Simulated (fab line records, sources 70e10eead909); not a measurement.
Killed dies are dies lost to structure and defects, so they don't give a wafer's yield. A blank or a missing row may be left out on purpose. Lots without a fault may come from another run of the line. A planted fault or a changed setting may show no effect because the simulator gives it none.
fab line records | flow nand_harc
record lots=5 wafers=15 last_day=23
route steps=1159 shown A_SOURCE_PLATE@415 A_ONON_D1@424 A_CHANNEL_HOLE_D1@450
lots that met no fault: from a run of the same line without faults
start_h: hours from the record's first day to the start of the lot's first wafer shown | wait_h: hours since the lot's step before | " the same as in the row above | L1.1+2: a row that stands for several wafers | - no value, or no start given | * or withheld: withheld | < > ~ a bound
route shown NAME@n: a module of which the file shows steps, and the number in the route of the first | usual: mean/standard deviation of fault-free wafers | same: alike in all rows | chamber/n: place in a boat | sites: the reading at each site | _std_site: their standard deviation | _edge_site: outer sites' mean less inner sites' | radius_mm: how far each site lies from the wafer's centre | mask NAME#n: copy n | behind: the tool/chamber that last shaped the wafer | hold: why the lot was held/for how many hours/how that ended | device: the transistor (n, p or np) that didn't switch | end of line: the same wafers' tests at the end of the route | a step without rows: its recipe alone | killed: dies lost to structure and defects at the first sort, not the wafer's yield | map: a wafer's dies, x killed, . not, _ none there
set.NAME: the setting as run; set.NAME@STEP: as run at that earlier step | model.NAME: the simulator's own value behind a step, which no gauge read
lots at some steps of the route; a table a step, a row a wafer
services: from which hour (start_h, from the record's first day; less than 0 if before it) a tool's chamber was out of use, for how many hours, and why
## steps
# step NHARC_A_SOURCE_PLATE_OXIDE_02
# recipe target_thk_a=100 temp_c=900 ox_time_s=1362 material=SiO2
# columns lot.wafer tool chamber start_h wait_h
L077.2+3+4 furnace-03 0 157.14 -
L078.3+4+5 furnace-08 0 166.09 -
L079.4+5+6 furnace-08 0 166.09 -
L091.2+4+5 furnace-08 0 237.13 -
L093.3+5+6 furnace-08 0 256.43 -
# step NHARC_A_SOURCE_PLATE_THK_MEAS_09
# recipe thk_meas_gauge=ellipsometry
# usual thk_nm=9.8/0.97
# columns lot.wafer tool chamber start_h wait_h thk_nm
L077.2 film_metro-01 - 161.24 0.4 9.7
L077.3 " - " " 10.2
L077.4 " - " " 10.2
L078.3 film_metro-02 - 170.16 0.4 10.3
L078.4 " - " " 9.1
L078.5 " - " " 9.5
L079.4 film_metro-01 - 170.16 0.4 9.1
L079.5 " - " " 11.3
L079.6 " - " " 9.0
L091.2 film_metro-01 - 241.21 0.4 9.7
L091.4 " - " " 10.7
L091.5 " - " " 7.8
L093.3 film_metro-01 - 260.49 0.4 10.7
L093.5 " - " " 11.8
L093.6 " - " " 10.3
# step NHARC_A_SOURCE_PLATE_PVD_04
# recipe target_thk_a=500 material=WSi2
# columns lot.wafer tool chamber start_h wait_h
L077.2+4+3 pvd_sputter-03 - 161.29 0.1
L079.4+6+5 pvd_sputter-03 - 170.22 0.1
L078.4+3+5 pvd_sputter-01 - 170.24 0.1
L091.2+4+5 pvd_sputter-03 - 241.28 0.1
L093.3+5+6 pvd_sputter-03 - 260.58 0.1
# step NHARC_A_SOURCE_PLATE_CVD_03
# recipe target_thk_a=2000 temp_c=620 pressure_mtorr=200 time_s=4000 material=poly-Si
# usual pressure_mtorr=200.1/0.43
# columns lot.wafer tool chamber start_h wait_h pressure_mtorr
L077.2 lpcvd_poly-01 0 163.98 - 200.3
L077.3 " 0 " " 200.2
L077.4 " 0 " " 199.9
L078.3 lpcvd_poly-03 0 172.72 - 200.2
L078.4 " 0 " " 199.9
L078.5 " 0 " " 199.8
L079.4 lpcvd_poly-03 0 172.72 - 201.0
L079.5 " 0 " " 200.6
L079.6 " 0 " " 201.0
L091.2 lpcvd_poly-02 0 243.78 - 199.9
L091.4 " 0 " " 200.0
L091.5 " 0 " " 200.5
L093.3 lpcvd_poly-03 0 263.05 - 199.9
L093.5 " 0 " " 199.9
L093.6 " 0 " " 200.2
# step NHARC_A_SOURCE_PLATE_ANNEAL_05
# recipe temp_c=850 time_s=1800
# columns lot.wafer tool chamber start_h wait_h
L077.2+3+4 furnace-05 0 170.29 3.2
L078.3+4+5 furnace-05 0 179.06 3.3
L079.4+5+6 furnace-05 0 179.06 3.3
L091.2+4+5 furnace-08 0 250.41 3.5
L093.3+5+6 furnace-05 0 269.72 3.6
# step NHARC_A_SOURCE_PLATE_THK_MEAS_06
# recipe thk_meas_gauge=ellipsometry
# usual thk_nm=200.2/2.4
# columns lot.wafer tool chamber start_h wait_h thk_nm
L077.2 film_metro-01 - 174.27 0.4 201.7
L077.3 " - " " 198.0
L077.4 " - " " 201.3
L078.3 film_metro-01 - 183.00 0.4 200.6
L078.4 " - " " 203.3
L078.5 " - " " 199.3
L079.4 film_metro-02 - 183.01 0.4 201.9
L079.5 " - " " 200.7
L079.6 " - " " 201.6
L091.2 film_metro-02 - 254.37 0.4 197.5
L091.4 " - " " 198.1
L091.5 " - " " 200.0
L093.3 film_metro-02 - 273.62 0.4 196.5
L093.5 " - " " 197.8
L093.6 " - " " 195.9
# step NHARC_A_SOURCE_PLATE_INSPECT_08
# usual raw_defect_count=59/28
# columns lot.wafer tool chamber start_h wait_h raw_defect_count
L077.2 defect_inspect-02 - 174.36 0.0 136
L077.3 " - " " 77
L077.4 " - " " 119
L078.3 defect_inspect-02 - 183.07 0.0 31
L078.4 " - " " 29
L078.5 " - " " 38
L079.4 defect_inspect-01 - 183.07 0.0 53
L079.5 " - " " 34
L079.6 " - " " 43
L091.2 defect_inspect-02 - 254.46 0.0 43
L091.4 " - " " 21
L091.5 " - " " 43
L093.3 defect_inspect-02 - 273.68 0.0 83
L093.5 " - " " 55
L093.6 " - " " 63
# step NHARC_A_ONON_D1_DEP_00
# recipe target_thk_a=10000 n2_flow_sccm=2750 n2o_flow_sccm=2000 nh3_flow_sccm=500 sih4_flow_sccm=210 temp_c=400
# columns lot.wafer tool chamber start_h wait_h
L077.2+3+4 pecvd_onon-03 0 174.48 0.1
L078.3+4+5 pecvd_onon-03 0 183.25 0.2
L079.4+5+6 pecvd_onon-02 0 183.31 0.2
L091.2+4+5 pecvd_onon-02 0 254.58 0.1
L093.3+5+6 pecvd_onon-04 0 273.87 0.2
# step NHARC_A_ONON_D1_THK_MEAS_02
# recipe thk_meas_gauge=ellipsometry
# usual thk_nm=999/7.8
# columns lot.wafer tool chamber start_h wait_h thk_nm
L077.2 film_metro-01 - 174.93 - 1002
L077.3 " - " " 1002
L077.4 " - " " 1003
L079.4 film_metro-01 - 183.65 - 987
L079.5 " - " " 986
L079.6 " - " " 987
L078.3 film_metro-02 - 183.65 - 1011
L078.4 " - " " 1008
L078.5 " - " " 1010
L091.2 film_metro-02 - 255.04 - 988
L091.4 " - " " 990
L091.5 " - " " 990
L093.3 film_metro-02 - 274.26 - 991
L093.5 " - " " 990
L093.6 " - " " 990
# step NHARC_A_ONON_D1_DEP_03
# recipe target_thk_a=10000 n2_flow_sccm=2750 n2o_flow_sccm=2000 nh3_flow_sccm=500 sih4_flow_sccm=210 temp_c=400
# columns lot.wafer tool chamber start_h wait_h
L077.2+3+4 pecvd_onon-04 0 175.04 0.1
L078.3+4+5 pecvd_onon-02 0 183.82 0.2
L079.4+5+6 pecvd_onon-04 0 183.88 0.2
L091.2+4+5 pecvd_onon-04 0 255.15 0.1
L093.3+5+6 pecvd_onon-04 0 274.44 0.2
# step NHARC_A_ONON_D1_THK_MEAS_05
# recipe thk_meas_gauge=ellipsometry
# usual thk_nm=999/8.4
# columns lot.wafer tool chamber start_h wait_h thk_nm
L077.2 film_metro-01 - 175.50 - 1018
L077.3 " - " " 1014
L077.4 " - " " 1014
L078.3 film_metro-01 - 184.21 - 997
L078.4 " - " " 996
L078.5 " - " " 998
L079.4 film_metro-02 - 184.21 - 997
L079.5 " - " " 998
L079.6 " - " " 999
L091.2 film_metro-02 - 255.61 - 995
L091.4 " - " " 996
L091.5 " - " " 997
L093.3 film_metro-01 - 274.83 - 987
L093.5 " - " " 988
L093.6 " - " " 988
# step NHARC_A_ONON_D1_DEP_06
# recipe target_thk_a=10000 n2_flow_sccm=2750 n2o_flow_sccm=2000 nh3_flow_sccm=500 sih4_flow_sccm=210 temp_c=400
# columns lot.wafer tool chamber start_h wait_h
L077.2+3+4 pecvd_onon-04 0 175.61 0.1
L078.3+4+5 pecvd_onon-02 0 184.39 0.2
L079.4+5+6 pecvd_onon-03 0 184.44 0.2
L091.2+4+5 pecvd_onon-03 0 255.72 0.1
L093.3+5+6 pecvd_onon-04 0 275.00 0.2
# step NHARC_A_ONON_D1_THK_MEAS_08
# recipe thk_meas_gauge=ellipsometry
# usual thk_nm=998/11
# columns lot.wafer tool chamber start_h wait_h thk_nm
L077.2 film_metro-01 - 176.07 - 1000
L077.3 " - " " 1000
L077.4 " - " " 999
L079.4 film_metro-02 - 184.78 - 981
L079.5 " - " " 981
L079.6 " - " " 981
L078.3 film_metro-02 - 184.79 - 1003
L078.4 " - " " 1004
L078.5 " - " " 1003
L091.2 film_metro-01 - 256.17 - 998
L091.4 " - " " 998
L091.5 " - " " 999
L093.3 film_metro-01 - 275.40 - 1008
L093.5 " - " " 1008
L093.6 " - " " 1008
# step NHARC_A_ONON_D1_DEP_09
# recipe target_thk_a=10000 n2_flow_sccm=2750 n2o_flow_sccm=2000 nh3_flow_sccm=500 sih4_flow_sccm=210 temp_c=400
# columns lot.wafer tool chamber start_h wait_h
L077.2+3+4 pecvd_onon-04 0 176.19 0.1
L078.3+4+5 pecvd_onon-04 0 184.96 0.2
L079.4+5+6 pecvd_onon-02 0 185.01 0.2
L091.2+4+5 pecvd_onon-02 0 256.29 0.1
L093.3+5+6 pecvd_onon-04 0 275.57 0.2
# step NHARC_A_ONON_D1_THK_MEAS_11
# recipe thk_meas_gauge=ellipsometry
# usual thk_nm=1002/11
# columns lot.wafer tool chamber start_h wait_h thk_nm
L077.2 film_metro-02 - 176.65 - 992
L077.3 " - " " 993
L077.4 " - " " 991
L079.4 film_metro-01 - 185.34 - 1010
L079.5 " - " " 1011
L079.6 " - " " 1008
L078.3 film_metro-02 - 185.35 - 1008
L078.4 " - " " 1007
L078.5 " - " " 1006
L091.2 film_metro-02 - 256.74 - 1010
L091.4 " - " " 1010
L091.5 " - " " 1010
L093.3 film_metro-02 - 275.96 - 1004
L093.5 " - " " 1005
L093.6 " - " " 1004
# step NHARC_A_ONON_D1_DEP_12
# recipe target_thk_a=10000 n2_flow_sccm=2750 n2o_flow_sccm=2000 nh3_flow_sccm=500 sih4_flow_sccm=210 temp_c=400
# columns lot.wafer tool chamber start_h wait_h
L077.2+3+4 pecvd_onon-04 0 176.76 0.1
L078.3+4+5 pecvd_onon-03 0 185.53 0.2
L079.4+5+6 pecvd_onon-04 0 185.57 0.2
L091.2+4+5 pecvd_onon-04 0 256.86 0.1
L093.3+5+6 pecvd_onon-04 0 276.13 0.2
# step NHARC_A_ONON_D1_THK_MEAS_14
# recipe thk_meas_gauge=ellipsometry
# usual thk_nm=999/11
# columns lot.wafer tool chamber start_h wait_h thk_nm
L077.2 film_metro-02 - 177.21 - 1006
L077.3 " - " " 1007
L077.4 " - " " 1007
L079.4 film_metro-02 - 185.91 - 1001
L079.5 " - " " 1001
L079.6 " - " " 1001
L078.3 film_metro-01 - 185.92 - 1001
L078.4 " - " " 1000
L078.5 " - " " 1002
L091.2 film_metro-01 - 257.31 - 988
L091.4 " - " " 987
L091.5 " - " " 989
L093.3 film_metro-02 - 276.52 - 997
L093.5 " - " " 997
L093.6 " - " " 996
# step NHARC_A_ONON_D1_ANNEAL_15
# recipe temp_c=750 time_s=3600
# columns lot.wafer tool chamber start_h wait_h
L077.2+3+4 furnace-04 0 179.92 2.7
L078.3+4+5 furnace-04 0 188.62 2.7
L079.4+5+6 furnace-04 0 188.62 2.7
L091.2+4+5 furnace-04 0 260.00 2.7
L093.3+5+6 furnace-04 0 279.56 3.0
# step NHARC_A_ONON_D1_DEP_16
# recipe target_thk_a=10000 n2_flow_sccm=2750 n2o_flow_sccm=2000 nh3_flow_sccm=500 sih4_flow_sccm=210 temp_c=400
# columns lot.wafer tool chamber start_h wait_h
L077.2+3+4 pecvd_onon-04 0 184.11 0.4
L078.3+4+5 pecvd_onon-04 0 192.68 0.2
L079.4+5+6 pecvd_onon-03 0 192.74 0.2
L091.2+4+5 pecvd_onon-04 0 263.97 0.1
L093.3+5+6 pecvd_onon-04 0 283.62 0.2
# step NHARC_A_ONON_D1_THK_MEAS_18
# recipe thk_meas_gauge=ellipsometry
# usual thk_nm=1003/9.7
# columns lot.wafer tool chamber start_h wait_h thk_nm
L077.2 film_metro-02 - 184.56 - 987
L077.3 " - " " 988
L077.4 " - " " 987
L078.3 film_metro-01 - 193.08 - 1007
L078.4 " - " " 1006
L078.5 " - " " 1007
L079.4 film_metro-02 - 193.08 - 999
L079.5 " - " " 1001
L079.6 " - " " 1000
L091.2 film_metro-02 - 264.43 - 1016
L091.4 " - " " 1017
L091.5 " - " " 1017
L093.3 film_metro-02 - 284.02 - 996
L093.5 " - " " 995
L093.6 " - " " 995
# step NHARC_A_ONON_D1_DEP_19
# recipe target_thk_a=10000 n2_flow_sccm=2750 n2o_flow_sccm=2000 nh3_flow_sccm=500 sih4_flow_sccm=210 temp_c=400
# columns lot.wafer tool chamber start_h wait_h
L077.2+3+4 pecvd_onon-03 0 184.68 0.1
L078.3+4+5 pecvd_onon-02 0 193.25 0.2
L079.4+5+6 pecvd_onon-04 0 193.31 0.2
L091.2+4+5 pecvd_onon-03 0 264.54 0.1
L093.3+5+6 pecvd_onon-04 0 284.19 0.2
# step NHARC_A_ONON_D1_THK_MEAS_21
# recipe thk_meas_gauge=ellipsometry
# usual thk_nm=999/9.2
# columns lot.wafer tool chamber start_h wait_h thk_nm
L077.2 film_metro-01 - 185.13 - 999
L077.3 " - " " 999
L077.4 " - " " 996
L078.3 film_metro-01 - 193.64 - 998
L078.4 " - " " 999
L078.5 " - " " 999
L079.4 film_metro-02 - 193.68 - 1009
L079.5 " - " " 1008
L079.6 " - " " 1009
L091.2 film_metro-01 - 264.99 - 1001
L091.4 " - " " 998
L091.5 " - " " 999
L093.3 film_metro-01 - 284.58 - 993
L093.5 " - " " 993
L093.6 " - " " 993
# step NHARC_A_ONON_D1_DEP_22
# recipe target_thk_a=10000 n2_flow_sccm=2750 n2o_flow_sccm=2000 nh3_flow_sccm=500 sih4_flow_sccm=210 temp_c=400
# columns lot.wafer tool chamber start_h wait_h
L077.2+3+4 pecvd_onon-02 0 185.24 0.1
L078.3+4+5 pecvd_onon-03 0 193.81 0.2
L079.4+5+6 pecvd_onon-02 0 193.90 0.2
L091.2+4+5 pecvd_onon-02 0 265.11 0.1
L093.3+5+6 pecvd_onon-02 0 284.88 0.3
# step NHARC_A_ONON_D1_THK_MEAS_24
# recipe thk_meas_gauge=ellipsometry
# usual thk_nm=1001/8.3
# columns lot.wafer tool chamber start_h wait_h thk_nm
L077.2 film_metro-01 - 185.69 - 1006
L077.3 " - " " 1008
L077.4 " - " " 1005
L078.3 film_metro-02 - 194.23 - 999
L078.4 " - " " 997
L078.5 " - " " 999
L079.4 film_metro-01 - 194.24 - 1011
L079.5 " - " " 1012
L079.6 " - " " 1010
L091.2 film_metro-01 - 265.56 - 989
L091.4 " - " " 990
L091.5 " - " " 989
L093.3 film_metro-01 - 285.27 - 1004
L093.5 " - " " 1002
L093.6 " - " " 1004
# step NHARC_A_ONON_D1_DEP_25
# recipe target_thk_a=10000 n2_flow_sccm=2750 n2o_flow_sccm=2000 nh3_flow_sccm=500 sih4_flow_sccm=210 temp_c=400
# columns lot.wafer tool chamber start_h wait_h
L077.2+3+4 pecvd_onon-04 0 185.81 0.1
L078.3+4+5 pecvd_onon-04 0 194.40 0.2
L079.4+5+6 pecvd_onon-03 0 194.47 0.2
L091.2+4+5 pecvd_onon-04 0 265.68 0.1
L093.3+5+6 pecvd_onon-03 0 285.45 0.2
# step NHARC_A_ONON_D1_THK_MEAS_27
# recipe thk_meas_gauge=ellipsometry
# usual thk_nm=999/9.9
# columns lot.wafer tool chamber start_h wait_h thk_nm
L077.2 film_metro-01 - 186.26 - 996
L077.3 " - " " 995
L077.4 " - " " 995
L078.3 film_metro-02 - 194.80 - 996
L078.4 " - " " 994
L078.5 " - " " 995
L079.4 film_metro-01 - 194.83 - 1001
L079.5 " - " " 1001
L079.6 " - " " 1003
L091.2 film_metro-02 - 266.13 - 992
L091.4 " - " " 992
L091.5 " - " " 993
L093.3 film_metro-02 - 285.85 - 1013
L093.5 " - " " 1014
L093.6 " - " " 1015
# step NHARC_A_ONON_D1_DEP_28
# recipe target_thk_a=10000 n2_flow_sccm=2750 n2o_flow_sccm=2000 nh3_flow_sccm=500 sih4_flow_sccm=210 temp_c=400
# columns lot.wafer tool chamber start_h wait_h
L077.2+3+4 pecvd_onon-02 0 186.38 0.1
L078.3+4+5 pecvd_onon-02 0 194.97 0.2
L079.4+5+6 pecvd_onon-04 0 195.06 0.2
L091.2+4+5 pecvd_onon-02 0 266.25 0.1
L093.3+5+6 pecvd_onon-04 0 286.02 0.2
# step NHARC_A_ONON_D1_THK_MEAS_30
# recipe thk_meas_gauge=ellipsometry
# usual thk_nm=999/6.1
# columns lot.wafer tool chamber start_h wait_h thk_nm
L077.2 film_metro-01 - 186.83 - 1003
L077.3 " - " " 1001
L077.4 " - " " 1001
L078.3 film_metro-01 - 195.36 - 1006
L078.4 " - " " 1007
L078.5 " - " " 1006
L079.4 film_metro-02 - 195.39 - 994
L079.5 " - " " 992
L079.6 " - " " 993
L091.2 film_metro-02 - 266.73 - 1000
L091.4 " - " " 1001
L091.5 " - " " 1002
L093.3 film_metro-01 - 286.42 - 1000
L093.5 " - " " 999
L093.6 " - " " 1000
# step NHARC_A_ONON_D1_DEP_33
# recipe target_thk_a=2000 temp_c=400 pressure_torr=6.5 rf_w=900 teos_flow_sccm=161.4 flow_sccm=2650 target_thk_nm=200 gas=O2 material=SiO2
# usual heater_power_outer_w=309/75 heater_power_w=549/96 throttle_valve_pct=16.1/0.46
# columns lot.wafer tool chamber start_h wait_h heater_power_outer_w heater_power_w throttle_valve_pct
L077.3 pecvd-04 0 186.97 0.1 300 524 15.8
L077.2 " 1 " " 297 547 15.8
L077.4 " 0 " " 307 535 15.8
L078.3 pecvd-04 0 195.42 0.1 242 443 15.8
L078.5 " 0 " " 258 460 16.0
L078.4 " 1 " " 331 604 16.1
L079.4 pecvd-01 1 195.58 0.2 336 550 16.5
L079.5 " 2 " " 362 646 16.0
L079.6 " 0 " " 345 623 16.9
L091.2 pecvd-01 1 266.83 0.1 403 654 16.5
L091.4 " 0 " " 282 551 16.8
L091.5 " 2 " " 320 559 15.7
L093.3 pecvd-01 0 286.47 0.1 267 539 16.9
L093.5 " 0 " " 269 538 16.8
L093.6 " 1 " " 373 596 16.7
# step NHARC_A_ONON_D1_THK_MEAS_34
# recipe thk_meas_gauge=ellipsometry
# usual thk_nm=200.9/2.4
# columns lot.wafer tool chamber start_h wait_h thk_nm
L077.2 film_metro-01 - 187.39 - 198.4
L077.3 " - " " 199.1
L077.4 " - " " 203.5
L078.3 film_metro-02 - 195.86 - 199.9
L078.4 " - " " 201.9
L078.5 " - " " 201.7
L079.4 film_metro-02 - 195.89 - 200.2
L079.5 " - " " 201.9
L079.6 " - " " 201.4
L091.2 film_metro-01 - 267.20 - 201.9
L091.4 " - " " 204.3
L091.5 " - " " 202.1
L093.3 film_metro-02 - 286.88 - 194.5
L093.5 " - " " 199.8
L093.6 " - " " 203.2
# step NHARC_A_ONON_D1_INSPECT_32
# usual raw_defect_count=70/28
# columns lot.wafer tool chamber start_h wait_h raw_defect_count
L077.2 defect_inspect-01 - 187.46 0.0 135
L077.3 " - " " 86
L077.4 " - " " 136
L078.3 defect_inspect-01 - 195.92 0.0 47
L078.4 " - " " 37
L078.5 " - " " 75
L079.4 defect_inspect-01 - 195.95 0.0 59
L079.5 " - " " 46
L079.6 " - " " 49
L091.2 defect_inspect-01 - 267.28 0.0 51
L091.4 " - " " 23
L091.5 " - " " 52
L093.3 defect_inspect-02 - 286.94 0.0 86
L093.5 " - " " 69
L093.6 " - " " 64
# step NHARC_A_CHANNEL_HOLE_D1_DEP_00
# recipe target_thk_a=31000 temp_c=400 material=aC
# usual throttle_valve_pct=35.000/0.0091
# columns lot.wafer tool chamber start_h wait_h throttle_valve_pct
L077.2 acl_dep-02 0 189.00 1.5 34.997
L077.3 " 0 " " 34.993
L077.4 " 0 " " 35.010
L078.3 acl_dep-02 0 196.63 0.7 34.998
L078.4 " 0 " " 34.998
L078.5 " 0 " " 35.025
L079.4 acl_dep-01 0 196.98 1.0 35.002
L079.5 " 0 " " 35.014
L079.6 " 0 " " 34.994
L091.2 acl_dep-03 0 268.13 0.8 34.995
L091.4 " 0 " " 35.009
L091.5 " 0 " " 34.994
L093.3 acl_dep-03 0 288.45 1.5 35.004
L093.5 " 0 " " 34.995
L093.6 " 0 " " 35.011
# step NHARC_A_CHANNEL_HOLE_D1_DEP_01
# recipe target_thk_a=1400 target_thk_nm=140 temp_c=400 pressure_torr=3.5 flow_sccm=200 rf_w=350 material=SiON
# usual heater_power_outer_w=459/56 heater_power_w=753/72
# columns lot.wafer tool chamber start_h wait_h heater_power_outer_w heater_power_w
L077.2 pecvd-04 1 190.64 1.3 370 654
L077.3 " 2 " " 287 524
L077.4 " 1 " " 387 677
L078.3 pecvd-02 0 198.00 1.0 447 736
L078.4 " 2 " " 503 832
L078.5 " 0 " " 444 764
L079.5 pecvd-01 0 198.06 0.4 452 784
L079.6 " 1 " " 487 741
L079.4 " 2 " " 524 852
L091.2 pecvd-04 0 269.76 1.3 414 688
L091.4 " 0 " " 405 689
L091.5 " 1 " " 492 783
L093.3 pecvd-02 2 289.75 1.0 534 852
L093.5 " 2 " " 411 703
L093.6 " 0 " " 413 701
# step NHARC_A_CHANNEL_HOLE_D1_DEHYDRATE_02
# recipe temp_c=150 time_s=120
# columns lot.wafer tool chamber start_h wait_h
L077.2+3+4 litho_track-04 0 190.88 0.2
L078.3+4+5 litho_track-04 0 198.21 0.2
L079.4+5+6 litho_track-01 0 198.25 0.1
L091.2+4+5 litho_track-04 0 270.03 0.2
L093.3+5+6 litho_track-04 0 290.02 0.2
# step NHARC_A_CHANNEL_HOLE_D1_HMDS_03
# recipe time_s=30
# columns lot.wafer tool chamber start_h wait_h
L077.2+3+4 litho_track-04 0 - -
L078.3+4+5 litho_track-04 0 - -
L079.4+5+6 litho_track-01 0 - -
L091.2+4+5 litho_track-04 0 - -
L093.3+5+6 litho_track-04 0 - -
# step NHARC_A_CHANNEL_HOLE_D1_COAT_36
# recipe temp_c=260 time_s=75
# columns lot.wafer tool chamber start_h wait_h
L077.2+3+4 litho_track-04 0 - -
L078.3+4+5 litho_track-04 0 - -
L079.4+5+6 litho_track-01 0 - -
L091.2+4+5 litho_track-04 0 - -
L093.3+5+6 litho_track-04 0 - -
# step NHARC_A_CHANNEL_HOLE_D1_COAT_37
# recipe temp_c=225 time_s=65
# columns lot.wafer tool chamber start_h wait_h
L077.2+3+4 litho_track-04 0 - -
L078.3+4+5 litho_track-04 0 - -
L079.4+5+6 litho_track-01 0 - -
L091.2+4+5 litho_track-04 0 - -
L093.3+5+6 litho_track-04 0 - -
# step NHARC_A_CHANNEL_HOLE_D1_COAT_04
# recipe spin_rpm=1500 resist_thk_nm=90
# columns lot.wafer tool chamber start_h wait_h
L077.2+3+4 litho_track-04 0 - -
L078.3+4+5 litho_track-04 0 - -
L079.4+5+6 litho_track-01 0 - -
L091.2+4+5 litho_track-04 0 - -
L093.3+5+6 litho_track-04 0 - -
# step NHARC_A_CHANNEL_HOLE_D1_SOFTBAKE_05
# recipe temp_c=105 time_s=55
# columns lot.wafer tool chamber start_h wait_h
L077.2+3+4 litho_track-04 0 - -
L078.3+4+5 litho_track-04 0 - -
L079.4+5+6 litho_track-01 0 - -
L091.2+4+5 litho_track-04 0 - -
L093.3+5+6 litho_track-04 0 - -
# step NHARC_A_CHANNEL_HOLE_D1_EBR_06
# columns lot.wafer tool chamber start_h wait_h
L077.2+3+4 litho_track-04 0 - -
L078.3+4+5 litho_track-04 0 - -
L079.4+5+6 litho_track-01 0 - -
L091.2+4+5 litho_track-04 0 - -
L093.3+5+6 litho_track-04 0 - -
# step NHARC_A_CHANNEL_HOLE_D1_EXPOSE_07
# recipe na=1.35 target_cd_nm=100 sigma_outer=0.3 dose_mj=59.65 mask_id=HOLE_D1
# usual exposure_dose_mJ_cm2=59.69/0.11 focus_offset_nm=0.0/0.5
# columns lot.wafer tool chamber start_h wait_h mask exposure_dose_mJ_cm2 focus_offset_nm
L077.2 arfi_scanner-01 0 191.20 - HOLE_D1#0 59.76 0.0
L077.3 " 0 " " HOLE_D1#0 59.70 0.7
L077.4 " 0 " " HOLE_D1#0 59.74 -0.2
L078.3 arfi_scanner-03 0 198.53 - HOLE_D1#0 59.55 0.4
L078.4 " 0 " " HOLE_D1#0 59.58 0.9
L078.5 " 0 " " HOLE_D1#0 59.60 -0.1
L079.4 arfi_scanner-02 0 198.69 - HOLE_D1#0 59.60 0.2
L079.5 " 0 " " HOLE_D1#0 59.68 -0.1
L079.6 " 0 " " HOLE_D1#0 59.60 -0.1
L091.2 arfi_scanner-02 0 270.35 - HOLE_D1#0 59.59 0.5
L091.4 " 0 " " HOLE_D1#0 59.57 0.6
L091.5 " 0 " " HOLE_D1#0 59.61 0.7
L093.3 arfi_scanner-01 0 290.34 - HOLE_D1#0 59.87 0.3
L093.5 " 0 " " HOLE_D1#0 59.81 -0.9
L093.6 " 0 " " HOLE_D1#0 59.81 -0.5
# step NHARC_A_CHANNEL_HOLE_D1_PEB_08
# recipe peb_temp_c=100 peb_time_s=65
# columns lot.wafer tool chamber start_h wait_h
L077.2+3+4 litho_track-04 0 191.26 0.1
L078.3+4+5 litho_track-06 0 198.59 0.0
L079.4+5+6 litho_track-04 0 198.74 0.0
L091.2+4+5 litho_track-06 0 270.41 0.1
L093.3+5+6 litho_track-04 0 290.39 0.0
# step NHARC_A_CHANNEL_HOLE_D1_DEVELOP_09
# recipe develop_time_s=35 dev_temp_c=23
# columns lot.wafer tool chamber start_h wait_h
L077.2+3+4 litho_track-04 0 - -
L078.3+4+5 litho_track-06 0 - -
L079.4+5+6 litho_track-04 0 - -
L091.2+4+5 litho_track-06 0 - -
L093.3+5+6 litho_track-04 0 - -
# step NHARC_A_CHANNEL_HOLE_D1_CD_MEAS_10
# recipe target_cd_nm=100 landing_energy_ev=500
# usual cd_nm=99.9/0.46
# same landing_energy_ev=500
# columns lot.wafer tool chamber start_h wait_h cd_nm
L077.2 cd_sem-01 0 191.34 - 100.5
L077.3 " 0 " " 100.7
L077.4 " 0 " " 100.5
L078.3 cd_sem-03 0 198.67 - 99.7
L078.4 " 0 " " 100.2
L078.5 " 0 " " 99.9
L079.4 cd_sem-01 0 198.83 - 99.9
L079.5 " 0 " " 100.3
L079.6 " 0 " " 100.4
L091.2 cd_sem-02 0 270.49 - 99.3
L091.4 " 0 " " 99.6
L091.5 " 0 " " 99.5
L093.3 cd_sem-01 0 290.48 - 99.9
L093.5 " 0 " " 100.3
L093.6 " 0 " " 100.1
# step NHARC_A_CHANNEL_HOLE_D1_OVL_MEAS_11
# usual overlay_x_nm=0.0/0.99 overlay_y_nm=0.4/0.79
# columns lot.wafer tool chamber start_h wait_h overlay_x_nm overlay_y_nm
L077.2 overlay-02 - 191.42 - -0.8 -0.1
L077.3 " - " " -1.6 -0.1
L077.4 " - " " -1.6 0.2
L078.3 overlay-01 - 198.76 - -1.4 1.2
L078.4 " - " " -1.0 1.4
L078.5 " - " " -1.3 0.9
L079.4 overlay-02 - 198.91 - -0.8 0.7
L079.5 " - " " -0.3 0.5
L079.6 " - " " -0.4 0.8
L091.2 overlay-01 - 270.58 - 0.4 -0.5
L091.4 " - " " -0.3 -0.2
L091.5 " - " " -0.9 0.1
L093.3 overlay-01 - 290.56 - 0.1 -1.5
L093.5 " - " " 0.0 -0.2
L093.6 " - " " 0.0 -0.5
# step NHARC_A_CHANNEL_HOLE_D1_INSPECT_12
# usual raw_defect_count=5.5/2.9
# columns lot.wafer tool chamber start_h wait_h raw_defect_count
L077.2 defect_inspect-01 - 191.46 0.0 6
L077.3 " - " " 9
L077.4 " - " " 8
L078.3 defect_inspect-01 - 198.80 0.0 0
L078.4 " - " " 4
L078.5 " - " " 2
L079.4 defect_inspect-01 - 198.95 0.0 2
L079.5 " - " " 4
L079.6 " - " " 6
L091.2 defect_inspect-01 - 270.62 0.0 8
L091.4 " - " " 4
L091.5 " - " " 5
L093.3 defect_inspect-02 - 290.60 0.0 4
L093.5 " - " " 3
L093.6 " - " " 6
## services
# columns tool chamber start_h hours kind
arfi_scanner-03 - 140.00 4.0 pm
litho_track-04 - 141.00 7.0 pm
pecvd-02 1 143.85 4.5 repair
pecvd_onon-04 - 150.76 2.5 repair
arfi_scanner-02 - 151.57 4.4 repair
pecvd_onon-03 - 153.16 13.0 pm
pecvd-02 - 153.43 13.0 pm
pvd_sputter-01 - 158.00 10.0 pm
pecvd-04 - 161.77 0.6 repair
acl_dep-02 - 167.90 13.0 pm
arfi_scanner-01 - 188.52 0.7 repair
pecvd-04 - 195.80 13.0 pm
arfi_scanner-01 - 196.00 4.0 pm
acl_dep-03 - 223.63 13.0 pm
arfi_scanner-02 - 230.21 3.9 repair
pecvd-02 2 233.49 16.3 repair
pecvd_onon-04 - 237.00 13.0 pm
pecvd-01 - 237.38 13.0 pm
furnace-05 - 241.30 1.7 repair
pvd_sputter-03 - 245.39 2.3 repair
arfi_scanner-02 - 256.00 4.0 pm
litho_track-01 - 268.00 7.0 pm
pvd_sputter-03 - 280.00 10.0 pm
pecvd-01 - 280.01 0.6 repair
## key
fault none
